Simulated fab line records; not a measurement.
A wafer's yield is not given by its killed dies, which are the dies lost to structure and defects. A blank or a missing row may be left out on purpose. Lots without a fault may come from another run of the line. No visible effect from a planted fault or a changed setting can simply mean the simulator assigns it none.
fab line records ; flow n5_finfet
record lots=5; wafers=15; last_day=17
route steps=1938 shown MOL_CONTACT_COAG@628 BEOL_M0_SAQP@632 BEOL_M4@1111
lots that met no fault: taken from a fault-free run of the same line
start_h: start of the lot's first displayed wafer, in hours after the record's first day ; wait_h: hours since the lot's step before ; " as in the row above ; L1.1+2: one row covering several wafers at once ; - no value, or no start was given ; * or withheld: withheld ; < > ~ a bound
route shown NAME@n: NAME is a module with steps in the file, n the number in the route of the first one ; usual: the fault-free wafers' mean and standard deviation ; same: alike in all rows ; chamber/n: place in a boat ; sites: per-site readings ; _std_site: how widely they spread, as a standard deviation ; _edge_site: inner sites' mean taken away from outer sites' mean ; radius_mm: how far each site lies from the wafer's centre ; mask NAME#n: copy n ; behind: the tool/chamber that last shaped the wafer ; hold: why the lot was held/for how many hours/how that ended ; device: transistor that didn't switch, given as n, p or np ; end of line: the route-end tests of the same wafers ; step lacking rows: just its recipe ; killed: dies lost to structure and defects at the first sort, not the wafer's yield ; map: shows each die of a wafer: x if killed, . if not, _ if none is there
set.NAME: setting as actually run; set.NAME@STEP: the setting as run at that earlier step ; model.NAME: the simulator's own value behind a step, which no gauge read
lots at selected steps of the route; one table per step, one row per wafer
services: from which hour (start_h, from the record's first day; less than 0 if before it) a tool's chamber was out of use, for how many hours, and why
## steps
# step N5_MOL_CONTACT_COAG_THK_MEAS_53
# recipe reads=SiO2_of_MOL_CONTACT_COAG_PECVD_31
# usual VIA_MOL_THK=44.1/0.79
lot.wafer;tool;chamber;start_h;wait_h;VIA_MOL_THK[nm]
L906.1;film_metro-01;-;176.35;-;44.4
L906.2;film_metro-01;-;176.35;-;43.6
L906.6;film_metro-01;-;176.35;-;44.2
L907.1;film_metro-01;-;180.30;-;44.0
L907.2;film_metro-01;-;180.30;-;44.2
L907.5;film_metro-01;-;180.30;-;45.0
L909.2;film_metro-01;-;187.23;-;43.4
L909.3;film_metro-01;-;187.23;-;42.3
L909.6;film_metro-01;-;187.23;-;44.5
L913.1;film_metro-01;-;208.17;-;43.2
L913.3;film_metro-01;-;208.17;-;43.5
L913.6;film_metro-01;-;208.17;-;43.9
L914.1;film_metro-01;-;215.92;-;44.3
L914.4;film_metro-01;-;215.92;-;45.2
L914.6;film_metro-01;-;215.92;-;44.6
# step N5_MOL_CONTACT_COAG_ANNEAL_112
# recipe temp_c=400; time_s=1800; ambient=HPD2; pressure_atm=10
# step N5_MOL_CONTACT_COAG_INSPECT_97
# recipe inspect_instrument=darkfield; mode=post_anneal
# usual raw_defect_count=45/14
lot.wafer;tool;chamber;start_h;wait_h;raw_defect_count
L906.1;defect_inspect-02;-;179.41;0.0;45
L906.2;defect_inspect-02;-;179.41;0.0;35
L906.6;defect_inspect-02;-;179.41;0.0;20
L907.1;defect_inspect-01;-;183.35;0.0;32
L907.2;defect_inspect-01;-;183.35;0.0;61
L907.5;defect_inspect-01;-;183.35;0.0;66
L909.2;defect_inspect-02;-;190.30;0.0;74
L909.3;defect_inspect-02;-;190.30;0.0;43
L909.6;defect_inspect-02;-;190.30;0.0;93
L913.1;defect_inspect-02;-;211.22;0.0;46
L913.3;defect_inspect-02;-;211.22;0.0;30
L913.6;defect_inspect-02;-;211.22;0.0;38
L914.1;defect_inspect-01;-;218.97;0.0;46
L914.4;defect_inspect-01;-;218.97;0.0;26
L914.6;defect_inspect-01;-;218.97;0.0;29
# step N5_BEOL_M0_SAQP_PECVD_00
# recipe material=SiCN; target_thk_a=80; temp_c=withheld; precursor=3MS/NH3; pressure_torr=3; rf_w=202; time_s=14
# usual chamber_pressure_Torr=3.000/0.0064; showerhead_plenum_p_Torr=3.663/0.02; throttle_valve_pct=9.0/0.56
lot.wafer;tool;chamber;start_h;wait_h;chamber_pressure_Torr;showerhead_plenum_p_Torr;throttle_valve_pct
L906.1;pecvd-04;0;179.75;0.2;2.996;3.654;10.2
L906.2;pecvd-04;1;179.75;0.2;2.997;3.699;8.9
L906.6;pecvd-04;2;179.75;0.2;3.004;3.648;8.8
L907.1;pecvd-03;2;183.68;0.2;2.993;3.663;8.4
L907.2;pecvd-03;0;183.68;0.2;2.988;3.679;8.8
L907.5;pecvd-03;0;183.68;0.2;3.004;3.681;9.1
L909.2;pecvd-02;2;190.61;0.2;2.997;3.631;8.6
L909.3;pecvd-02;2;190.61;0.2;3.000;3.627;8.6
L909.6;pecvd-02;2;190.61;0.2;2.996;3.627;8.7
L913.1;pecvd-02;0;211.55;0.2;2.993;3.667;9.6
L913.3;pecvd-02;2;211.55;0.2;3.011;3.627;8.5
L913.6;pecvd-02;0;211.55;0.2;2.992;3.670;9.7
L914.1;pecvd-03;0;219.30;0.2;3.003;3.675;8.7
L914.4;pecvd-03;1;219.30;0.2;2.996;3.668;8.2
L914.6;pecvd-03;0;219.30;0.2;3.001;3.683;8.8
# step N5_BEOL_M0_SAQP_ILD_DEP_01
# recipe material=SiOC; target_thk_a=454.19; temp_c=350; precursor=DEMS/O2; pressure_torr=5; rf_w=500; time_s=8.7
# step N5_BEOL_M0_SAQP_HM_DEP_02
# recipe material=TiN; target_thk_a=120; temp_c=25; chamber_pressure_pa=0.49996
# step N5_BEOL_M0_SAQP_PECVD_03
# recipe material=SiCN; target_thk_a=120; temp_c=withheld; precursor=3MS/NH3; pressure_torr=3; rf_w=202; time_s=21.1
# usual chamber_pressure_Torr=3.000/0.0072; showerhead_plenum_p_Torr=3.666/0.019; throttle_valve_pct=8.9/0.56
lot.wafer;tool;chamber;start_h;wait_h;chamber_pressure_Torr;showerhead_plenum_p_Torr;throttle_valve_pct
L906.1;pecvd-02;0;180.52;0.1;2.985;3.664;9.6
L906.2;pecvd-02;1;180.52;0.1;2.999;3.664;9.0
L906.6;pecvd-02;1;180.52;0.1;3.005;3.656;9.2
L907.1;pecvd-03;2;185.91;0.1;3.006;3.671;8.5
L907.2;pecvd-03;0;185.91;0.1;3.008;3.682;8.8
L907.5;pecvd-03;0;185.91;0.1;2.998;3.685;8.9
L909.2;pecvd-03;1;192.48;0.1;2.995;3.673;8.3
L909.3;pecvd-03;2;192.48;0.1;3.001;3.662;8.6
L909.6;pecvd-03;2;192.48;0.1;3.004;3.672;8.5
L913.1;pecvd-03;2;212.18;0.1;2.988;3.668;8.4
L913.3;pecvd-03;0;212.18;0.1;3.006;3.693;8.8
L913.6;pecvd-03;2;212.18;0.1;3.010;3.674;8.7
L914.1;pecvd-04;2;221.39;0.1;3.005;3.642;8.8
L914.4;pecvd-04;1;221.39;0.1;2.999;3.693;9.0
L914.6;pecvd-04;2;221.39;0.1;3.008;3.653;8.8
# step N5_BEOL_M0_SAQP_PECVD_96
# recipe material=a-Si; target_thk_a=450; temp_c=350; precursor=SiH4/He; pressure_torr=3; rf_w=100; time_s=45.2
# usual chamber_pressure_Torr=2.999/0.0067; heater_power_outer_w=341/42; heater_power_w=587/55; showerhead_plenum_p_Torr=5.67/0.07; throttle_valve_pct=17.9/1.1
lot.wafer;tool;chamber;start_h;wait_h;chamber_pressure_Torr;heater_power_outer_w;heater_power_w;showerhead_plenum_p_Torr;throttle_valve_pct
L906.1;pecvd-02;0;180.55;0.0;2.996;331;613;5.68;19.3
L906.2;pecvd-02;1;180.55;0.0;3.005;377;612;5.65;18.0
L906.6;pecvd-02;1;180.55;0.0;2.998;387;633;5.66;17.9
L907.1;pecvd-03;2;185.94;0.0;2.993;380;575;5.66;17.0
L907.2;pecvd-03;0;185.94;0.0;3.009;338;624;5.74;18.0
L907.5;pecvd-03;0;185.94;0.0;3.003;355;639;5.74;17.7
L909.2;pecvd-03;1;192.51;0.0;3.002;306;550;5.69;16.6
L909.3;pecvd-03;2;192.51;0.0;2.999;358;574;5.68;17.3
L909.6;pecvd-03;2;192.51;0.0;2.999;360;556;5.68;16.7
L913.1;pecvd-03;2;212.21;0.0;3.006;336;535;5.68;17.1
L913.3;pecvd-03;0;212.21;0.0;3.003;366;694;5.75;17.9
L913.6;pecvd-03;2;212.21;0.0;2.999;342;547;5.68;17.3
L914.1;pecvd-04;2;221.42;0.0;3.003;304;555;5.60;17.7
L914.4;pecvd-04;1;221.42;0.0;3.003;385;675;5.78;17.8
L914.6;pecvd-04;2;221.42;0.0;2.989;303;550;5.62;17.6
# step N5_BEOL_M0_SAQP_PECVD_97
# recipe material=SiNx; target_thk_a=230; temp_c=350; precursor=SiH4/NH3/N2; pressure_torr=1.5; rf_w=300; time_s=19.9
# usual chamber_pressure_Torr=1.500/0.0035; heater_power_outer_w=285/40; heater_power_w=511/52; showerhead_plenum_p_Torr=5.15/0.095; throttle_valve_pct=39.3/2.5
lot.wafer;tool;chamber;start_h;wait_h;chamber_pressure_Torr;heater_power_outer_w;heater_power_w;showerhead_plenum_p_Torr;throttle_valve_pct
L906.1;pecvd-02;0;180.60;0.0;1.501;290;569;5.15;42.7
L906.2;pecvd-02;1;180.60;0.0;1.504;323;560;5.12;39.5
L906.6;pecvd-02;1;180.60;0.0;1.501;324;571;5.12;39.2
L907.1;pecvd-03;2;185.99;0.0;1.500;306;490;5.14;37.4
L907.2;pecvd-03;0;185.99;0.0;1.499;286;563;5.26;38.9
L907.5;pecvd-03;0;185.99;0.0;1.499;290;568;5.25;38.9
L909.2;pecvd-03;1;192.56;0.0;1.504;236;440;5.18;36.1
L909.3;pecvd-03;2;192.56;0.0;1.493;296;454;5.15;37.7
L909.6;pecvd-03;2;192.56;0.0;1.502;298;473;5.16;37.4
L913.1;pecvd-03;2;212.25;0.0;1.504;315;503;5.16;37.5
L913.3;pecvd-03;0;212.25;0.0;1.502;244;522;5.24;38.9
L913.6;pecvd-03;2;212.25;0.0;1.500;311;505;5.16;37.9
L914.1;pecvd-04;2;221.46;0.0;1.505;247;493;5.05;38.8
L914.4;pecvd-04;1;221.46;0.0;1.507;266;517;5.29;39.4
L914.6;pecvd-04;2;221.46;0.0;1.502;241;503;5.05;38.8
# step N5_BEOL_M0_SAQP_PECVD_04
# recipe material=a-Si; target_thk_a=600; temp_c=350; precursor=SiH4/He; pressure_torr=3; rf_w=100; time_s=60.2
# step N5_BEOL_M0_SAQP_THK_MEAS_05
# usual thk_nm=59.8/0.82
lot.wafer;tool;chamber;start_h;wait_h;thk_nm
L906.1;film_metro-02;-;180.73;0.1;58.5
L906.2;film_metro-02;-;180.73;0.1;59.2
L906.6;film_metro-02;-;180.73;0.1;60.3
L907.1;film_metro-01;-;186.12;0.1;58.6
L907.2;film_metro-01;-;186.12;0.1;58.4
L907.5;film_metro-01;-;186.12;0.1;59.2
L909.2;film_metro-02;-;192.69;0.1;59.5
L909.3;film_metro-02;-;192.69;0.1;58.8
L909.6;film_metro-02;-;192.69;0.1;58.7
L913.1;film_metro-01;-;212.39;0.1;59.7
L913.3;film_metro-01;-;212.39;0.1;59.8
L913.6;film_metro-01;-;212.39;0.1;61.0
L914.1;film_metro-01;-;221.60;0.1;60.2
L914.4;film_metro-01;-;221.60;0.1;60.3
L914.6;film_metro-01;-;221.60;0.1;61.9
# step N5_BEOL_M0_SAQP_HM_DEP_111
# recipe material=SiO2; target_thk_a=120; temp_c=400; precursor=SiH4/N2O; pressure_torr=0.75; rf_w=275; time_s=7.2
# usual chamber_pressure_Torr=0.7504/0.0017; heater_power_outer_w=442/60; heater_power_w=734/71; showerhead_plenum_p_Torr=8.14/0.2
lot.wafer;tool;chamber;start_h;wait_h;chamber_pressure_Torr;heater_power_outer_w;heater_power_w;showerhead_plenum_p_Torr;model.SiO2_of_BEOL_M0_SAQP_HM_DEP_111.thk_nm
L906.1;pecvd-04;1;180.77;0.0;0.7531;513;866;8.48;11.8
L906.2;pecvd-04;0;180.77;0.0;0.7530;530;766;7.99;11.8
L906.6;pecvd-04;1;180.77;0.0;0.7525;530;838;8.46;11.8
L907.1;pecvd-02;2;186.16;0.0;0.7486;380;666;7.77;12
L907.2;pecvd-02;0;186.16;0.0;0.7501;421;769;8.15;4.2
L907.5;pecvd-02;0;186.16;0.0;0.7494;443;775;8.16;12.4
L909.2;pecvd-04;1;192.73;0.0;0.7489;405;731;8.48;11.4
L909.3;pecvd-04;2;192.73;0.0;0.7502;321;600;7.95;11.8
L909.6;pecvd-04;2;192.73;0.0;0.7513;321;610;7.97;12
L913.1;pecvd-03;0;212.43;0.0;0.7507;432;785;8.37;12
L913.3;pecvd-03;1;212.43;0.0;0.7517;362;638;8.22;12.2
L913.6;pecvd-03;1;212.43;0.0;0.7495;362;652;8.23;12.4
L914.1;pecvd-03;1;221.65;0.0;0.7501;366;662;8.22;12.2
L914.4;pecvd-03;2;221.65;0.0;0.7502;421;642;8.18;12.2
L914.6;pecvd-03;1;221.65;0.0;0.7522;369;676;8.22;12.4
# step N5_BEOL_M0_SAQP_COAT_81
# recipe resist=SOC; temp_c=250; time_s=60; spin_rpm=1500; resist_thk_nm=100
# step N5_BEOL_M0_SAQP_COAT_82
# recipe resist=SiARC; temp_c=220; time_s=60; spin_rpm=1500; resist_thk_nm=30
# step N5_BEOL_M0_SAQP_COAT_08
# recipe resist=CAR-ArF; spin_rpm=1500; resist_thk_nm=90
# step N5_BEOL_M0_SAQP_EBR_10
# recipe solvent=PGMEA; ebr_width_mm=1.5
# step N5_BEOL_M0_SAQP_SOFTBAKE_09
# recipe temp_c=110; time_s=60; resist=CAR-ArF
# step N5_BEOL_M0_SAQP_EXPOSE_11
# recipe mask_id=M0_CORE; na=1.35; source_shape=dipole; sigma_inner=0.538; sigma_outer=0.738; polarization=te; target_cd_nm=42; dose_mj=55
# step N5_BEOL_M0_SAQP_PEB_12
# recipe peb_temp_c=withheld; peb_time_s=60; resist=CAR-ArF
# step N5_BEOL_M0_SAQP_DEVELOP_13
# recipe develop_time_s=30; developer=TMAH; resist=CAR-ArF; dev_temp_c=23; rinse_liquid=diw; dry=air_spin
# step N5_BEOL_M0_SAQP_CD_MEAS_14
# recipe target_cd_nm=42.5; landing_energy_ev=500; detector=se_inlens
# usual cd_nm=42.2/0.39
lot.wafer;tool;chamber;start_h;wait_h;cd_nm
L906.1;cd_sem-03;0;181.11;-;42.3
L906.2;cd_sem-03;0;181.11;-;42.3
L906.6;cd_sem-03;0;181.11;-;42.2
L907.1;cd_sem-03;0;186.61;-;41.8
L907.2;cd_sem-03;0;186.61;-;42.2
L907.5;cd_sem-03;0;186.61;-;42.9
L909.2;cd_sem-02;0;193.05;-;42.3
L909.3;cd_sem-02;0;193.05;-;42.1
L909.6;cd_sem-02;0;193.05;-;42.5
L913.1;cd_sem-02;0;212.87;-;42.8
L913.3;cd_sem-02;0;212.87;-;41.5
L913.6;cd_sem-02;0;212.87;-;42.0
L914.1;cd_sem-03;0;223.20;-;42.1
L914.4;cd_sem-03;0;223.20;-;42.4
L914.6;cd_sem-03;0;223.20;-;42.6
# step N5_BEOL_M0_SAQP_OVL_MEAS_15
# recipe points_per_wafer=44
# usual M0_CORE_OVL=0.4/0.67
lot.wafer;tool;chamber;start_h;wait_h;M0_CORE_OVL[nm]
L906.1;overlay-02;0;181.14;0.0;0.0
L906.2;overlay-02;0;181.14;0.0;0.9
L906.6;overlay-02;0;181.14;0.0;0.6
L907.1;overlay-02;0;186.64;0.0;0.9
L907.2;overlay-02;0;186.64;0.0;0.4
L907.5;overlay-02;0;186.64;0.0;0.9
L909.2;overlay-02;0;193.09;0.0;1.6
L909.3;overlay-02;0;193.09;0.0;1.2
L909.6;overlay-02;0;193.09;0.0;1.6
L913.1;overlay-02;0;212.90;0.0;0.3
L913.3;overlay-02;0;212.90;0.0;-0.1
L913.6;overlay-02;0;212.90;0.0;-0.2
L914.1;overlay-02;0;223.29;0.1;0.5
L914.4;overlay-02;0;223.29;0.1;0.1
L914.6;overlay-02;0;223.29;0.1;1.1
# step N5_BEOL_M0_SAQP_INSPECT_16
# recipe mode=adi; inspect_instrument=brightfield
# usual raw_defect_count=547/140
lot.wafer;tool;chamber;start_h;wait_h;raw_defect_count
L906.1;defect_inspect-01;-;181.16;0.0;448
L906.2;defect_inspect-01;-;181.16;0.0;589
L906.6;defect_inspect-01;-;181.16;0.0;489
L907.1;defect_inspect-02;-;186.66;0.0;502
L907.2;defect_inspect-02;-;186.66;0.0;475
L907.5;defect_inspect-02;-;186.66;0.0;454
L909.2;defect_inspect-02;-;193.11;0.0;414
L909.3;defect_inspect-02;-;193.11;0.0;708
L909.6;defect_inspect-02;-;193.11;0.0;600
L913.1;defect_inspect-01;-;212.92;0.0;506
L913.3;defect_inspect-01;-;212.92;0.0;462
L913.6;defect_inspect-01;-;212.92;0.0;482
L914.1;defect_inspect-02;-;223.32;0.0;381
L914.4;defect_inspect-02;-;223.32;0.0;364
L914.6;defect_inspect-02;-;223.32;0.0;400
# step N5_BEOL_M0_SAQP_DESCUM_19
# recipe chemistry=O2; time_s=7.9; source_power_w=50; bias_power_w=20; pressure_mtorr=20; rf_frequency_hz=2.712e+07; temp_c=40; resist=CAR-ArF; o2_flow_sccm=225
# step N5_BEOL_M0_SAQP_ETCH_83
# recipe chemistry=CF4; target=SiARC; target_depth_a=390; mask_material=CAR-ArF; time_s=65; ion_energy_ev=80; pressure_mtorr=40; source_w=545; bias_w=36; Ar_flow_sccm=100; cf4_flow_sccm=100; ends=cleared
# usual drypump_motor_current_A=5.9/0.35; etch_rf_on_time_s=64.6/2.5; oes_product_au=0.68/0.067; rf_vpp_V=183.8/1.5; showerhead_plenum_p_Torr=2.12/0.088; throttle_valve_pct=15.58/0.29
lot.wafer;tool;chamber;start_h;wait_h;drypump_motor_current_A;etch_rf_on_time_s;oes_product_au;rf_hours_counter_h;rf_vpp_V;showerhead_plenum_p_Torr;throttle_valve_pct
L906.1;rie_diel-05;3;181.91;0.0;5.9;69.8;0.64;151;185.1;2.24;16.01
L906.2;rie_diel-05;2;181.91;0.0;6.0;65.2;0.65;136;181.5;1.97;15.29
L906.6;rie_diel-05;2;181.91;0.0;6.0;65.1;0.65;-;181.1;1.97;15.29
L907.1;rie_diel-02;3;186.73;0.0;6.2;62.2;0.72;78;184.2;2.09;15.43
L907.2;rie_diel-02;1;186.73;0.0;6.0;61.5;0.62;200;183.9;2.03;15.63
L907.5;rie_diel-02;2;186.73;0.0;5.6;65.2;0.72;-;184.8;2.26;15.61
L909.2;rie_diel-06;1;193.18;0.0;5.7;66.2;0.61;219;182.5;2.04;15.92
L909.3;rie_diel-06;0;193.18;0.0;6.3;67.2;0.75;50;185.1;2.15;15.51
L909.6;rie_diel-06;1;193.18;0.0;5.7;66.1;0.60;-;183.2;2.04;15.94
L913.1;rie_diel-02;3;212.99;0.0;6.2;63.9;0.70;85;183.7;2.09;15.45
L913.3;rie_diel-02;1;212.99;0.0;6.0;61.8;0.61;208;183.7;2.03;15.63
L913.6;rie_diel-02;3;212.99;0.0;6.2;63.1;0.71;-;181.5;2.09;15.44
L914.1;rie_diel-02;0;224.26;0.0;5.3;62.8;0.64;166;184.0;2.13;15.67
L914.4;rie_diel-02;1;224.26;0.0;6.0;61.5;0.61;211;183.9;2.03;15.65
L914.6;rie_diel-02;0;224.26;0.0;5.2;62.9;0.64;-;183.9;2.13;15.69
# step N5_BEOL_M0_SAQP_ETCH_84
# recipe chemistry=N2/H2; target=SOC; target_depth_a=1000; overetch_a=200; mask_material=SiARC; temp_c=40; time_s=150; ion_energy_ev=200; pressure_mtorr=30; source_w=840; bias_w=150; n2_flow_sccm=200; h2_flow_sccm=200
# step N5_BEOL_M0_SAQP_STRIP_80
# recipe chemistry=N2/H2; temp_c=40; n2_flow_sccm=200; h2_flow_sccm=200; rf_frequency_hz=6e+07
# step N5_BEOL_M0_SAQP_HM_OPEN_112
# recipe chemistry=CHF3/O2; target=SiO2; stop_on=a-Si; target_depth_a=120; over_etch_frac=1.25; mask_material=SOC; time_s=13.5; pressure_mtorr=30; source_w=650; bias_w=170; Ar_flow_sccm=200; CHF3_flow_sccm=50; O2_flow_sccm=5; ion_energy_ev=200; ends=end_point
# usual drypump_motor_current_A=5.9/0.35; oes_product_au=0.52/0.05; rf_vpp_V=519/13; showerhead_plenum_p_Torr=2.38/0.1; throttle_valve_pct=18.81/0.28
lot.wafer;tool;chamber;start_h;wait_h;drypump_motor_current_A;oes_product_au;rf_hours_counter_h;rf_vpp_V;showerhead_plenum_p_Torr;throttle_valve_pct;model.etch.depth_nm
L906.1;rie_diel-05;3;182.06;0.0;5.9;0.50;151;553;2.53;19.24;11.77
L906.2;rie_diel-05;2;182.06;0.0;6.0;0.50;136;514;2.23;18.55;11.83
L906.6;rie_diel-05;2;182.06;0.0;6.0;0.49;-;512;2.23;18.56;11.8
L907.1;rie_diel-02;3;186.89;0.0;6.2;0.54;78;528;2.36;18.73;12.01
L907.2;rie_diel-02;1;186.89;0.0;6.0;0.33;200;510;2.27;18.72;4.149
L907.5;rie_diel-02;2;186.89;0.0;5.7;0.56;-;530;2.54;18.91;12.31
L909.2;rie_diel-06;1;193.34;0.0;5.8;0.46;219;521;2.29;19.14;11.49
L909.3;rie_diel-06;0;193.34;0.0;6.3;0.58;50;512;2.43;18.76;11.76
L909.6;rie_diel-06;1;193.34;0.0;5.8;0.47;-;522;2.29;19.15;12.09
L913.1;rie_diel-02;3;213.15;0.0;6.2;0.53;85;528;2.36;18.72;11.98
L913.3;rie_diel-02;1;213.15;0.0;6.0;0.45;208;509;2.27;18.76;12.12
L913.6;rie_diel-02;3;213.15;0.0;6.2;0.54;-;529;2.36;18.71;12.41
L914.1;rie_diel-02;0;224.42;0.0;5.3;0.48;166;498;2.38;18.75;12.13
L914.4;rie_diel-02;1;224.42;0.0;6.0;0.46;211;510;2.27;18.75;12.25
L914.6;rie_diel-02;0;224.42;0.0;5.2;0.49;-;498;2.38;18.74;12.43
# step N5_BEOL_M0_SAQP_STRIP_113
# recipe chemistry=CHF3/O2; resist=SiARC; rf_frequency_hz=6e+07
# step N5_BEOL_M0_SAQP_MANDREL_ETCH_20
# recipe target_depth_a=600; chemistry=HBr/Cl2; target=a-Si; stop_on=SiNx; bt_time_s=10; mask_material=SOC; over_etch_frac=0.5; time_s=30; pressure_mtorr=10; icp_w=800; bias_w=75; HBr_flow_sccm=150; Cl2_flow_sccm=80; ends=end_point
# step N5_BEOL_M0_SAQP_STRIP_86
# recipe chemistry=N2/H2; power_w=500; temp_c=40; pressure_mtorr=50; rf_frequency_hz=6e+07; overash_fraction=0.3; bias_power_w=28; h2_frac=0.5; n2_flow_sccm=300; h2_flow_sccm=300
# step N5_BEOL_M0_SAQP_STRIP_115
# recipe chemistry=post_etch_residue_remover; time_s=60; temp_c=25; remover_ph=withheld; remover_water_wt_pct=withheld; remover_fluoride_wt_pct=withheld
# usual temp_c=25.02/0.1
lot.wafer;tool;chamber;start_h;wait_h;temp_c;model.SiO2_of_BEOL_M0_SAQP_HM_DEP_111.thk_nm
L906.1;wet_bench-04;6;182.44;-;24.98;11.6
L906.2;wet_bench-04;2;182.44;-;25.10;11.8
L906.6;wet_bench-04;3;182.44;-;25.20;11.6
L907.1;wet_bench-04;4;187.14;-;25.08;12
L907.2;wet_bench-04;6;187.14;-;25.05;4
L907.5;wet_bench-04;5;187.14;-;25.06;12.2
L909.2;wet_bench-01;7;193.59;-;24.98;11.4
L909.3;wet_bench-01;2;193.59;-;24.99;11.6
L909.6;wet_bench-01;6;193.59;-;25.05;12
L913.1;wet_bench-01;2;213.40;-;24.79;11.8
L913.3;wet_bench-01;1;213.40;-;24.97;12
L913.6;wet_bench-01;0;213.40;-;25.24;12.4
L914.1;wet_bench-01;0;224.96;-;24.92;12
L914.4;wet_bench-01;6;224.96;-;25.00;12.2
L914.6;wet_bench-01;5;224.96;-;24.98;12.4
# step N5_BEOL_M0_SAQP_SRD_93
# recipe dry=ipa_marangoni; time_s=30; temp_c=23; rinse_liquid=diw
# step N5_BEOL_M4_RC_MEAS_101
# usual DIBL_N=36.2/2; DIBL_P=36.1/2.4; IOFF_N=0.16/0.035; IOFF_P=0.22/0.041; ION_N=675/14; ION_P=465/8.6; SS_N=71.5/0.64; SS_P=73.2/0.76; VT_N=250/3.9; VT_P=-249/3.4
lot.wafer;tool;chamber;start_h;wait_h;DIBL_N[mV/V];DIBL_P[mV/V];IOFF_N[nA/um];IOFF_P[nA/um];ION_N[uA/um];ION_P[uA/um];SS_N[mV/dec];SS_P[mV/dec];VT_N[mV];VT_P[mV]
L906.1;prober-01;0;245.24;0.0;35.3;34.6;0.15;0.24;669;468;71.6;73.5;250;-244
L906.2;prober-01;0;245.24;0.0;31.1;30.1;0.09;0.16;640;459;70.2;71.3;258;-252
L906.6;prober-01;0;245.24;0.0;30.4;30.0;0.09;0.17;654;464;70.2;71.8;257;-251
L907.1;prober-02;0;256.48;0.0;35.1;37.2;0.15;0.26;678;483;71.3;73.0;252;-242
L907.2;prober-02;0;256.48;0.0;36.7;38.3;0.19;0.28;698;484;72.2;73.4;247;-244
L907.5;prober-02;0;256.48;0.0;33.9;35.8;0.14;0.23;685;479;70.9;72.3;251;-248
L909.2;prober-01;0;262.41;0.2;37.3;35.4;0.16;0.21;664;455;71.4;73.5;249;-248
L909.3;prober-01;0;262.41;0.2;34.5;33.3;0.13;0.19;674;474;71.1;72.5;249;-247
L909.6;prober-01;0;262.41;0.2;36.0;34.2;0.14;0.19;682;467;70.9;73.3;250;-250
L913.1;prober-01;0;272.10;0.0;37.8;38.8;0.19;0.21;702;466;72.2;73.8;248;-250
L913.3;prober-01;0;272.10;0.0;34.4;37.1;0.13;0.19;667;464;71.2;73.7;253;-252
L913.6;prober-01;0;272.10;0.0;36.9;39.0;0.17;0.21;683;467;71.8;73.8;250;-253
L914.1;prober-02;0;293.08;0.0;37.7;38.8;0.20;0.26;680;471;71.8;73.9;249;-249
L914.4;prober-02;0;293.08;0.0;38.1;37.5;0.18;0.22;685;469;72.8;73.9;251;-250
L914.6;prober-02;0;293.08;0.0;34.9;35.0;0.14;0.18;665;457;71.4;73.3;254;-252
## services
tool;chamber;start_h;hours;kind
pecvd-02;0;157.82;5.5;scheduled_down
pecvd-03;-;168.28;1.8;repair
rie_diel-02;3;192.97;4.2;repair
pecvd-04;-;205.06;9.1;repair
pecvd-02;1;221.97;20.4;repair
## key
first_sign step=N5_BEOL_M0_SAQP_HM_OPEN_112; reading=oes_product_au; direction=down; sigmas=3.8; usual=0.52; struck=0.33
effect none on later readings
model_effect step=N5_BEOL_M0_SAQP_HM_DEP_111; value=SiO2_of_BEOL_M0_SAQP_HM_DEP_111.thk_nm; without=12; struck=4.2
model_effect step=N5_BEOL_M0_SAQP_HM_OPEN_112; value=etch.depth_nm; without=12.04; struck=4.149
model_effect step=N5_BEOL_M0_SAQP_STRIP_115; value=SiO2_of_BEOL_M0_SAQP_HM_DEP_111.thk_nm; without=12; struck=4
met_at N5_BEOL_M0_SAQP_HM_DEP_111
struck_wafers L907.2
fault kind=process_parameter_drift; tool=pecvd-02; chamber=-; onset_h=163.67; steps=N5_BEOL_M0_SAQP_HM_DEP_111; channel=time_s; offset=*; shape=step; end_h=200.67; scope=struck_wafers_only; acts_in=*; stated=*
